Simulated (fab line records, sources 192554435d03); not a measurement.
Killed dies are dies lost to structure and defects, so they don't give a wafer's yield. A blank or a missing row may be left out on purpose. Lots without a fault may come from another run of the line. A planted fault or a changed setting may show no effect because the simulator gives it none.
fab line records | flow n5_finfet
record lots=15 wafers=45 last_day=18
route steps=1938 shown BEOL_M0_SAQP@637 BEOL_M4@1111
lots that met no fault: from a run of the same line without faults
start_h: hours from the record's first day to the start of the lot's first wafer shown | wait_h: hours since the lot's step before | " the same as in the row above | L1.1+2: a row that stands for several wafers | - no value, or no start given | * or withheld: withheld | < > ~ a bound
route shown NAME@n: a module of which the file shows steps, and the number in the route of the first | usual: mean/standard deviation of fault-free wafers | same: alike in all rows | chamber/n: place in a boat | sites: the reading at each site | _std_site: their standard deviation | _edge_site: outer sites' mean less inner sites' | radius_mm: how far each site lies from the wafer's centre | mask NAME#n: copy n | behind: the tool/chamber that last shaped the wafer | hold: why the lot was held/for how many hours/how that ended | device: the transistor (n, p or np) that didn't switch | end of line: the same wafers' tests at the end of the route | a step without rows: its recipe alone | killed: dies lost to structure and defects at the first sort, not the wafer's yield | map: a wafer's dies, x killed, . not, _ none there
set.NAME: the setting as run; set.NAME@STEP: as run at that earlier step | model.NAME: the simulator's own value behind a step, which no gauge read
steps of the route over a sample of lots; a table a step, a row a wafer
services: from which hour (start_h, from the record's first day; less than 0 if before it) a tool's chamber was out of use, for how many hours, and why
## steps
# step N5_BEOL_M0_SAQP_PECVD_97
# recipe material=SiNx target_thk_a=230 temp_c=350 precursor=SiH4/NH3/N2 pressure_torr=1.5 rf_w=300 time_s=19.9
# usual heater_power_w=589/93 showerhead_plenum_p_Torr=5.16/0.058 throttle_valve_pct=39.4/1.7
# columns lot.wafer tool chamber start_h wait_h heater_power_w showerhead_plenum_p_Torr throttle_valve_pct
L417.1 pecvd-03 0 110.62 0.0 401 5.10 42.2
L417.3 " 2 " " 615 5.23 36.2
L417.6 " 0 " " 391 5.10 42.2
L418.1 pecvd-03 1 119.38 0.0 521 5.15 39.9
L418.4 " 0 " " 387 5.08 42.3
L418.5 " 1 " " 539 5.15 40.0
L419.2 pecvd-02 1 134.25 0.0 701 5.22 40.0
L419.3 " 0 " " 504 5.17 40.4
L419.6 " 2 " " 663 5.10 37.0
L420.1 pecvd-02 2 137.47 0.0 717 5.12 37.3
L420.2 " 0 " " 561 5.17 40.0
L420.4 " 1 " " 667 5.23 40.1
L421.1 pecvd-02 0 140.84 0.0 594 5.17 39.9
L421.2 " 2 " " 710 5.12 37.6
L421.6 " 0 " " 584 5.17 39.9
L422.1 pecvd-02 0 146.04 0.0 509 5.18 40.0
L422.3 " 2 " " 706 5.11 37.3
L422.5 " 0 " " 515 5.17 40.2
L423.2 pecvd-01 2 148.62 0.0 641 5.20 38.1
L423.3 " 1 " " 475 5.05 39.4
L423.4 " 2 " " 629 5.19 38.1
L426.3 pecvd-02 0 158.42 0.0 555 5.17 40.2
L426.4 " 0 " " 571 5.17 40.3
L426.5 " 1 " " 668 5.22 40.4
L427.1 pecvd-01 2 168.90 0.0 627 5.19 38.2
L427.2 " 0 " " 491 5.10 40.9
L427.5 " 2 " " 624 5.19 37.9
L428.2 pecvd-01 1 175.68 0.0 492 5.05 39.8
L428.5 " 2 " " 588 5.19 38.4
L428.6 " 0 " " 565 5.12 41.2
L429.1 pecvd-02 2 180.50 0.0 691 5.12 37.4
L429.2 " 1 " " 660 5.24 40.4
L429.5 " 1 " " 686 5.24 40.2
L432.2 pecvd-03 0 200.10 0.0 436 5.09 42.1
L432.4 " 1 " " 543 5.16 40.0
L432.6 " 0 " " 447 5.08 42.2
L438.2 pecvd-02 0 236.75 0.0 570 5.17 40.4
L438.4 " 2 " " 699 5.12 37.8
L438.5 " 2 " " 681 5.12 37.6
L437.1 pecvd-02 0 239.89 0.0 589 5.17 40.4
L437.3 " 2 " " 722 5.13 37.7
L437.6 " 1 " " 727 5.24 40.1
L440.1 pecvd-02 1 246.09 0.0 679 5.23 40.3
L440.4 " 0 " " 579 5.17 40.3
L440.6 " 1 " " 678 5.24 40.3
# step N5_BEOL_M0_SAQP_PECVD_04
# recipe material=a-Si target_thk_a=600 temp_c=350 precursor=SiH4/He pressure_torr=3 rf_w=100 time_s=60.2
# usual heater_power_w=659/98 showerhead_plenum_p_Torr=5.68/0.044 throttle_valve_pct=18.0/0.79
# columns lot.wafer tool chamber start_h wait_h heater_power_w showerhead_plenum_p_Torr throttle_valve_pct
L417.1 pecvd-03 0 110.66 0.0 522 5.62 19.5
L417.3 " 2 " " 686 5.76 16.6
L417.6 " 0 " " 529 5.63 18.9
L418.1 pecvd-03 1 119.42 0.0 575 5.69 18.1
L418.4 " 0 " " 455 5.63 19.2
L418.5 " 1 " " 583 5.68 18.1
L419.2 pecvd-02 1 134.29 0.0 785 5.75 18.3
L419.3 " 0 " " 569 5.68 18.2
L419.6 " 2 " " 676 5.66 17.3
L420.1 pecvd-02 2 137.50 0.0 742 5.65 17.0
L420.2 " 0 " " 653 5.68 18.2
L420.4 " 1 " " 737 5.72 18.5
L421.1 pecvd-02 0 140.88 0.0 568 5.68 18.5
L421.2 " 2 " " 734 5.64 17.3
L421.6 " 0 " " 567 5.69 18.2
L422.1 pecvd-02 0 146.08 0.0 625 5.68 18.1
L422.3 " 2 " " 753 5.64 17.1
L422.5 " 0 " " 624 5.69 18.5
L423.2 pecvd-01 2 148.66 0.0 698 5.70 17.2
L423.3 " 1 " " 586 5.60 18.1
L423.4 " 2 " " 667 5.70 17.2
L426.3 pecvd-02 0 158.45 0.0 584 5.70 18.1
L426.4 " 0 " " 584 5.70 18.4
L426.5 " 1 " " 779 5.74 18.4
L427.1 pecvd-01 2 168.94 0.0 615 5.72 17.4
L427.2 " 0 " " 638 5.65 18.6
L427.5 " 2 " " 636 5.70 17.1
L428.2 pecvd-01 1 175.72 0.0 568 5.61 18.3
L428.5 " 2 " " 733 5.70 17.4
L428.6 " 0 " " 611 5.62 18.9
L429.1 pecvd-02 2 180.56 0.0 785 5.65 17.3
L429.2 " 1 " " 802 5.74 18.2
L429.5 " 1 " " 797 5.73 18.4
L432.2 pecvd-03 0 200.14 0.0 455 5.64 19.1
L432.4 " 1 " " 617 5.66 18.2
L432.6 " 0 " " 466 5.64 19.3
L438.2 pecvd-02 0 236.81 0.0 624 5.69 18.0
L438.4 " 2 " " 766 5.65 17.1
L438.5 " 2 " " 737 5.66 17.2
L437.1 pecvd-02 0 239.93 0.0 650 5.69 18.5
L437.3 " 2 " " 760 5.65 17.5
L437.6 " 1 " " 714 5.72 18.5
L440.1 pecvd-02 1 246.13 0.0 697 5.74 18.3
L440.4 " 0 " " 606 5.69 18.3
L440.6 " 1 " " 679 5.74 18.5
# step N5_BEOL_M0_SAQP_OVL_MEAS_15
# recipe points_per_wafer=44
# usual M0_CORE_OVL=-0.1/0.73
# columns lot.wafer tool chamber start_h wait_h M0_CORE_OVL[nm]
L417.1 overlay-02 0 111.15 0.0 -0.1
L417.3 " 0 " " 0.3
L417.6 " 0 " " 1.1
L418.1 overlay-01 0 119.90 0.0 -0.6
L418.4 " 0 " " -0.2
L418.5 " 0 " " -1.1
L419.2 overlay-02 0 134.80 0.0 -0.2
L419.3 " 0 " " 1.1
L419.6 " 0 " " -0.1
L420.1 overlay-01 0 137.99 0.0 -0.6
L420.2 " 0 " " -1.2
L420.4 " 0 " " -1.1
L421.1 overlay-01 0 141.49 0.0 0.8
L421.2 " 0 " " 0.4
L421.6 " 0 " " 0.8
L422.1 overlay-01 0 146.70 0.0 -0.8
L422.3 " 0 " " -1.1
L422.5 " 0 " " -0.4
L423.2 overlay-01 0 149.28 0.0 -0.6
L423.3 " 0 " " -0.9
L423.4 " 0 " " -0.5
L426.3 overlay-02 0 158.94 0.0 -0.5
L426.4 " 0 " " 0.6
L426.5 " 0 " " -0.1
L427.1 overlay-02 0 169.57 0.0 -1.8
L427.2 " 0 " " -1.3
L427.5 " 0 " " -2.1
L428.2 overlay-02 0 176.20 0.0 0.8
L428.5 " 0 " " 0.0
L428.6 " 0 " " 0.2
L429.1 overlay-01 0 181.23 0.0 -0.7
L429.2 " 0 " " 0.2
L429.5 " 0 " " -1.0
L432.2 overlay-02 0 200.62 0.0 0.2
L432.4 " 0 " " 1.3
L432.6 " 0 " " 0.2
L438.2 overlay-02 0 237.45 0.0 -0.2
L438.4 " 0 " " -0.2
L438.5 " 0 " " 0.8
L437.1 overlay-01 0 240.54 0.0 0.4
L437.3 " 0 " " 0.0
L437.6 " 0 " " -0.5
L440.1 overlay-02 0 246.62 0.0 -0.8
L440.4 " 0 " " 0.5
L440.6 " 0 " " 0.5
# step N5_BEOL_M0_SAQP_MANDREL_ETCH_20
# recipe target_depth_a=600 chemistry=HBr/Cl2 target=a-Si stop_on=SiNx bt_time_s=10 mask_material=SOC over_etch_frac=0.5 time_s=30 pressure_mtorr=10 icp_w=800 bias_w=75 HBr_flow_sccm=150 Cl2_flow_sccm=80 ends=end_point
# usual HBr_flow_sccm=150.0/0.46 bias_w=75.02/0.22 drypump_motor_current_A=5.9/0.45 mfc_cl2_sccm=80.03/0.23 oes_product_au=0.768/0.013 throttle_valve_pct=35.5/0.33
# columns lot.wafer tool chamber start_h wait_h HBr_flow_sccm bias_w drypump_motor_current_A mfc_cl2_sccm oes_product_au rf_hours_counter_h throttle_valve_pct
L417.1 rie_si-05 2 111.48 0.0 149.6 75.34 6.3 80.32 0.752 119 35.4
L417.3 " 1 " " 150.3 75.49 5.7 80.23 0.760 128 35.3
L417.6 " 2 " " 149.8 75.09 6.2 80.28 0.767 - 35.4
L418.1 rie_si-02 1 120.33 0.0 150.5 75.46 6.2 80.05 0.746 148 35.2
L418.4 " 2 " " 150.1 75.11 6.0 80.06 0.785 7 35.4
L418.5 " 3 " " 149.8 75.04 6.5 79.93 0.773 - 35.2
L419.2 rie_si-02 1 135.13 0.0 150.2 75.26 6.2 79.96 0.743 148 35.2
L419.3 " 3 " " 150.4 74.89 6.5 79.69 0.767 110 35.2
L419.6 " 3 " " 149.3 74.75 6.5 79.75 0.777 - 35.1
L420.1 rie_si-02 3 138.67 0.0 150.3 75.31 6.5 79.54 0.766 110 35.2
L420.2 " 0 " " 150.1 75.35 6.4 79.93 0.776 153 35.5
L420.4 " 2 " " 150.1 74.97 5.9 79.73 0.789 7 35.4
L421.1 rie_si-02 3 141.82 0.0 149.8 74.82 6.5 80.28 0.764 110 35.2
L421.2 " 1 " " 150.8 75.19 6.2 80.11 0.749 148 35.2
L421.6 " 3 " " 150.2 75.20 6.5 79.93 0.781 - 35.2
L422.1 rie_si-03 0 147.13 0.0 150.4 74.57 6.2 79.80 0.754 39 35.7
L422.3 " 1 " " 149.6 74.94 5.1 80.22 0.770 187 35.8
L422.5 " 0 " " 149.9 74.92 6.1 79.63 0.775 - 35.6
L423.2 rie_si-05 1 149.73 0.0 150.5 74.89 5.7 80.24 0.754 128 35.3
L423.3 " 0 " " 150.0 75.23 6.0 79.71 0.768 39 35.5
L423.4 " 3 " " 149.8 75.15 6.0 80.02 0.778 72 35.2
L426.3 rie_si-05 2 159.32 0.0 149.9 74.96 6.2 79.91 0.775 119 35.4
L426.4 " 3 " " 149.8 75.46 6.0 79.88 0.770 72 35.2
L426.5 " 2 " " 150.3 74.82 6.2 80.29 0.754 - 35.4
L427.1 rie_si-05 3 169.92 0.0 - - - - - - -
L427.2 " 0 " " - - - - - - -
L427.5 " 2 " " - - - - - - -
L428.2 rie_si-03 2 176.78 0.0 - - - - - - -
L428.5 " 3 " " - - - - - - -
L428.6 " 2 " " - - - - - - -
L429.1 rie_si-05 0 181.56 0.0 - - - - - - -
L429.2 " 3 " " - - - - - - -
L429.5 " 3 " " - - - - - - -
L432.2 rie_si-03 0 201.10 0.0 150.1 75.03 6.2 80.45 0.755 40 35.7
L432.4 " 1 " " 149.5 75.10 5.1 80.21 0.772 188 35.8
L432.6 " 3 " " 150.0 75.09 5.7 80.27 0.757 - 36.0
L438.2 rie_si-03 3 238.42 0.0 149.1 74.66 5.8 79.80 0.754 143 36.0
L438.4 " 2 " " 149.9 75.13 4.9 79.86 0.779 19 36.2
L438.5 " 0 " " 149.9 75.37 6.2 80.04 0.764 - 35.7
L437.1 rie_si-05 2 240.87 0.0 150.2 75.03 6.2 79.94 0.769 121 35.4
L437.3 " 1 " " 149.7 75.09 5.7 79.58 0.762 130 35.3
L437.6 " 0 " " 151.0 75.06 5.9 79.99 0.793 - 35.5
L440.1 rie_si-05 0 246.96 0.0 150.2 75.31 5.9 80.29 0.774 41 35.5
L440.4 " 1 " " 149.4 74.60 5.7 79.91 0.768 130 35.3
L440.6 " 0 " " 149.6 74.99 5.9 80.33 0.783 - 35.5
# step N5_BEOL_M0_SAQP_SPACER1_ETCHBACK_99
# recipe chemistry=CHF3/O2 mode=anisotropic_etchback target=SiO2 target_depth_a=154 time_s=7.7 pressure_mtorr=30 source_w=650 bias_w=170 Ar_flow_sccm=200 CHF3_flow_sccm=50 O2_flow_sccm=5 ion_energy_ev=200
# usual drypump_motor_current_A=5.8/0.48 oes_product_au=0.80/0.088 rf_vpp_V=525/11 showerhead_plenum_p_Torr=2.46/0.066 throttle_valve_pct=18.9/0.35
# columns lot.wafer tool chamber start_h wait_h drypump_motor_current_A oes_product_au rf_hours_counter_h rf_vpp_V showerhead_plenum_p_Torr throttle_valve_pct
L417.1 rie_diel-02 1 112.61 0.3 5.4 0.88 41 521 2.45 18.5
L417.3 " 3 " " 6.6 0.98 9 531 2.57 18.8
L417.6 " 3 " " 6.6 0.97 - 531 2.57 18.8
L418.1 rie_diel-04 3 121.61 0.3 5.7 0.71 233 521 2.46 18.6
L418.4 " 0 " " 5.6 0.75 164 527 2.42 19.3
L418.5 " 1 " " 6.3 0.76 - 537 2.50 18.6
L419.2 rie_diel-02 2 138.08 0.4 6.6 0.94 8 538 2.47 18.4
L419.3 " 0 " " 5.1 0.71 185 530 2.40 19.3
L419.6 " 3 " " 6.6 0.95 - 532 2.56 18.8
L420.1 rie_diel-02 3 139.77 0.3 6.6 0.94 16 531 2.56 18.8
L420.2 " 1 " " 5.4 0.86 48 520 2.44 18.5
L420.4 " 2 " " 6.7 0.94 9 538 2.47 18.3
L421.1 rie_diel-04 3 143.41 0.3 5.7 0.70 238 521 2.45 18.6
L421.2 " 2 " " 5.8 0.76 139 537 2.52 19.2
L421.6 " 2 " " 5.7 0.76 - 537 2.52 19.2
L422.1 rie_diel-04 1 148.72 0.3 6.3 0.75 178 538 2.50 18.6
L422.3 " 0 " " 5.6 0.73 171 528 2.41 19.3
L422.5 " 1 " " 6.3 0.74 - 537 2.50 18.6
L423.2 rie_diel-04 3 151.38 0.3 5.7 0.70 241 521 2.45 18.6
L423.3 " 2 " " 5.7 0.75 142 539 2.51 19.3
L423.4 " 0 " " 5.6 0.73 173 530 2.41 19.3
L426.3 rie_diel-02 0 160.55 0.3 5.1 0.71 193 528 2.40 19.3
L426.4 " 1 " " 5.4 0.86 56 519 2.44 18.5
L426.5 " 2 " " 6.6 0.91 - 536 2.46 18.4
L427.1 rie_diel-03 3 171.01 0.3 5.7 0.34 30 507 2.56 18.5
L427.2 " 2 " " 5.0 0.30 100 515 2.43 18.9
L427.5 " 2 " " 5.0 0.30 - 515 2.43 18.9
L428.2 rie_diel-03 1 178.01 0.3 6.0 0.28 168 502 2.31 18.9
L428.5 " 1 " " 6.0 0.29 - 502 2.31 19.0
L428.6 " 0 " " 5.9 0.28 - 521 2.41 18.8
L429.1 rie_diel-03 2 183.22 0.4 5.0 0.30 103 517 2.43 18.9
L429.2 " 1 " " 6.0 0.28 170 503 2.30 18.9
L429.5 " 1 " " 6.0 0.28 - 502 2.30 18.9
L432.2 rie_diel-03 1 202.97 0.3 6.0 0.74 177 503 2.30 19.1
L432.4 " 2 " " 5.1 0.79 111 516 2.42 19.0
L432.6 " 0 " " 5.9 0.75 - 520 2.41 18.9
L438.2 rie_diel-04 3 240.19 0.3 5.7 0.98 12 520 2.44 18.2
L438.4 " 2 " " 5.7 0.71 171 538 2.50 19.3
L438.5 " 2 " " 5.7 0.73 - 538 2.50 19.3
L437.1 rie_diel-04 3 242.45 0.5 5.7 0.98 13 521 2.44 18.2
L437.3 " 2 " " 5.7 0.72 172 538 2.50 19.3
L437.6 " 2 " " 5.7 0.72 - 537 2.50 19.3
L440.1 rie_diel-04 1 248.13 0.3 6.3 0.72 211 537 2.48 18.6
L440.4 " 2 " " 5.7 0.72 173 538 2.50 19.3
L440.6 " 2 " " 5.7 0.71 - 537 2.50 19.3
# step N5_BEOL_M0_SAQP_CD_MEAS_25
# recipe target_cd_nm=13.1 landing_energy_ev=1000 detector=se_inlens
# usual cd_nm=12.83/0.25
# columns lot.wafer tool chamber start_h wait_h cd_nm
L417.1 cd_sem-03 0 112.81 0.1 12.68
L417.3 " 0 " " 12.81
L417.6 " 0 " " 13.20
L418.1 cd_sem-03 0 121.81 0.1 13.26
L418.4 " 0 " " 12.88
L418.5 " 0 " " 12.87
L419.2 cd_sem-01 0 138.27 0.1 12.76
L419.3 " 0 " " 12.85
L419.6 " 0 " " 12.58
L420.1 cd_sem-03 0 139.97 0.1 13.00
L420.2 " 0 " " 13.28
L420.4 " 0 " " 12.86
L421.1 cd_sem-02 0 143.60 0.1 13.03
L421.2 " 0 " " 12.34
L421.6 " 0 " " 12.71
L422.1 cd_sem-01 0 148.92 0.1 12.73
L422.3 " 0 " " 12.94
L422.5 " 0 " " 12.83
L423.2 cd_sem-01 0 151.58 0.1 13.12
L423.3 " 0 " " 12.54
L423.4 " 0 " " 12.46
L426.3 cd_sem-03 0 160.75 0.1 12.86
L426.4 " 0 " " 12.92
L426.5 " 0 " " 12.98
L427.1 cd_sem-01 0 171.20 0.1 -
L427.2 " 0 " " -
L427.5 " 0 " " -
L428.2 cd_sem-01 0 178.21 0.1 -
L428.5 " 0 " " -
L428.6 " 0 " " -
L429.1 cd_sem-01 0 183.42 0.1 -
L429.2 " 0 " " -
L429.5 " 0 " " -
L432.2 cd_sem-01 0 203.17 0.1 13.09
L432.4 " 0 " " 12.91
L432.6 " 0 " " 12.98
L438.2 cd_sem-03 0 240.38 0.1 12.80
L438.4 " 0 " " 12.94
L438.5 " 0 " " 12.34
L437.1 cd_sem-01 0 242.65 0.1 12.63
L437.3 " 0 " " 13.09
L437.6 " 0 " " 12.85
L440.1 cd_sem-03 0 248.33 0.1 12.60
L440.4 " 0 " " 12.75
L440.6 " 0 " " 12.90
# step N5_BEOL_M4_RC_MEAS_101
# usual DIBL_N=35.9/1.4 DIBL_P=35.9/1.7 IOFF_N=0.160/0.026 IOFF_P=0.21/0.036 ION_N=672/11 ION_P=461/8.1 SS_N=71.4/0.54 SS_P=73.2/0.67 VT_N=249.3/2.7 VT_P=-250/3.9
# columns lot.wafer tool chamber start_h wait_h DIBL_N[mV/V] DIBL_P[mV/V] IOFF_N[nA/um] IOFF_P[nA/um] ION_N[uA/um] ION_P[uA/um] SS_N[mV/dec] SS_P[mV/dec] VT_N[mV] VT_P[mV]
L417.1 prober-01 0 161.63 0.0 35.5 35.6 0.172 0.26 685 473 71.3 73.5 250.0 -243
L417.3 " 0 " " 34.1 33.7 0.148 0.23 678 478 71.3 73.0 248.9 -246
L417.6 " 0 " " 34.8 34.4 0.159 0.24 681 474 71.0 72.9 248.9 -244
L418.1 prober-01 0 172.90 0.0 34.3 33.6 0.129 0.19 660 462 71.6 72.8 250.5 -248
L418.4 " 0 " " 38.8 39.7 0.233 0.29 687 468 72.8 74.8 243.2 -244
L418.5 " 0 " " 36.5 35.2 0.155 0.22 672 457 72.1 73.3 251.0 -247
L419.2 prober-01 0 192.44 0.2 34.8 34.6 0.127 0.20 660 460 71.4 71.7 253.8 -248
L419.3 " 0 " " 36.4 37.3 0.172 0.26 683 474 71.5 73.3 250.2 -246
L419.6 " 0 " " 32.5 32.9 0.114 0.19 669 470 70.7 72.3 250.5 -247
L420.1 prober-02 0 196.80 0.0 36.3 36.2 0.161 0.22 674 462 71.1 74.1 249.6 -247
L420.2 " 0 " " 38.0 39.1 0.208 0.28 682 465 72.0 73.7 246.3 -248
L420.4 " 0 " " 36.7 35.7 0.169 0.21 674 454 71.8 73.2 250.4 -247
L423.2 prober-01 0 197.59 0.2 35.8 37.4 0.168 0.24 689 473 71.4 73.3 248.0 -249
L423.3 " 0 " " 37.2 38.3 0.183 0.24 681 463 71.7 73.6 246.9 -247
L423.4 " 0 " " 35.4 36.6 0.158 0.21 666 459 70.7 73.8 249.3 -252
L421.1 prober-02 0 204.42 0.0 37.0 38.7 0.187 0.24 680 455 72.2 74.2 246.1 -249
L421.2 " 0 " " 35.1 36.5 0.160 0.20 680 468 71.6 73.1 248.8 -253
L421.6 " 0 " " 34.3 35.6 0.139 0.18 673 459 71.5 73.1 249.6 -255
L422.1 prober-01 0 206.52 0.0 37.4 35.6 0.178 0.20 674 456 71.8 73.3 247.8 -255
L422.3 " 0 " " 37.1 36.0 0.178 0.21 686 458 71.6 73.6 249.2 -253
L422.5 " 0 " " 35.0 33.4 0.136 0.16 664 448 71.7 72.4 253.0 -255
L426.3 prober-02 0 221.33 0.3 35.6 34.3 0.140 0.19 666 456 71.3 72.4 253.3 -252
L426.4 " 0 " " 35.7 35.1 0.142 0.19 663 457 70.9 72.9 251.2 -250
L426.5 " 0 " " 36.2 34.6 0.146 0.19 670 462 71.1 72.4 250.4 -250
L432.2 prober-02 0 255.08 0.2 34.8 35.3 0.136 0.16 656 454 71.0 73.2 249.6 -255
L432.4 " 0 " " 34.5 34.6 0.142 0.16 669 453 70.9 73.3 250.4 -254
L432.6 " 0 " " 34.4 35.7 0.152 0.17 681 458 71.0 72.9 247.1 -254
L438.2 prober-02 0 291.75 0.2 40.2 39.1 0.228 0.27 677 468 72.5 74.4 246.0 -248
L438.4 " 0 " " 35.4 34.9 0.132 0.19 672 462 70.7 72.5 252.0 -254
L438.5 " 0 " " 37.4 37.0 0.165 0.22 682 465 71.2 73.3 247.7 -249
L437.1 prober-02 0 309.35 0.0 36.1 34.4 0.142 0.15 664 450 70.9 72.8 249.5 -258
L437.3 " 0 " " 37.1 36.0 0.142 0.17 643 441 71.9 73.1 253.3 -254
L437.6 " 0 " " 37.0 36.6 0.158 0.18 674 450 71.8 73.2 248.2 -255
L440.1 prober-02 0 316.26 0.0 36.1 36.2 0.149 0.18 665 456 71.0 72.9 252.6 -253
L440.4 " 0 " " 35.0 35.4 0.136 0.17 678 459 70.9 73.7 253.1 -255
L440.6 " 0 " " 38.2 39.4 0.190 0.24 675 462 71.5 74.2 249.5 -248
## services
# columns tool chamber start_h hours kind
pecvd-02 2 94.85 5.5 scheduled_down
pecvd-03 - 97.71 5.5 pm
rie_si-02 0 99.99 3.4 repair
rie_si-02 3 103.74 15.8 repair
pecvd-03 2 138.28 2.1 scheduled_down
rie_si-02 2 143.07 15.9 repair
pecvd-02 - 149.20 1.5 repair
pecvd-02 0 162.79 21.3 repair
rie_diel-03 - 163.99 0.5 repair
pecvd-02 - 174.89 0.7 repair
rie_diel-03 2 175.88 5.3 repair
pecvd-01 - 178.63 6.0 pm
rie_diel-04 3 179.20 - clean
rie_diel-04 3 179.20 - consumable_replace:focus_ring
rie_diel-04 3 179.20 17.8 scheduled_down
rie_diel-04 3 179.20 17.8 vent_cycle
pecvd-02 - 185.19 4.3 pm
rie_diel-02 3 190.09 4.6 repair
pecvd-01 2 207.56 17.3 repair
pecvd-03 - 212.33 5.2 repair
rie_si-02 - 222.50 0.3 repair
pecvd-02 1 234.64 2.1 scheduled_down
rie_diel-03 0 236.50 2.5 repair
rie_si-02 - 237.34 2.8 pm
## key
first_sign step=N5_BEOL_M0_SAQP_MANDREL_ETCH_20 reading=tool_record direction=missing
effect step=N5_BEOL_M0_SAQP_SPACER1_ETCHBACK_99 reading=oes_product_au direction=down sigmas=5.7 usual=0.80 struck=0.30
effect step=N5_BEOL_M0_SAQP_CD_MEAS_25 reading=cd_nm direction=missing
met_at N5_BEOL_M0_SAQP_MANDREL_ETCH_20
struck_lots L427,L428,L429
later_rows_left_out L427.1,L427.2,L427.5,L428.2,L428.5,L428.6,L429.1,L429.2,L429.5
sort_left_out L427.1,L427.2,L427.5,L428.2,L428.5,L428.6,L429.1,L429.2,L429.5
not_acting_at N5_BEOL_M0_SAQP_PECVD_97,N5_BEOL_M0_SAQP_PECVD_04,N5_BEOL_M0_SAQP_OVL_MEAS_15
onset_between 159.32 169.92
fault kind=skipped_step_whole tool=rie_si-03,rie_si-05 chamber=- onset_h=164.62 steps=N5_BEOL_M0_SAQP_MANDREL_ETCH_20 scope=struck_lots_only
# sort_left_out: the simulated sort isn't trusted on such a fault, so these wafers' sort isn't shown, and their yield isn't known
# later_rows_left_out: the simulator's readings of these wafers behind a module that went badly wrong aren't trusted and aren't shown, but for the sort
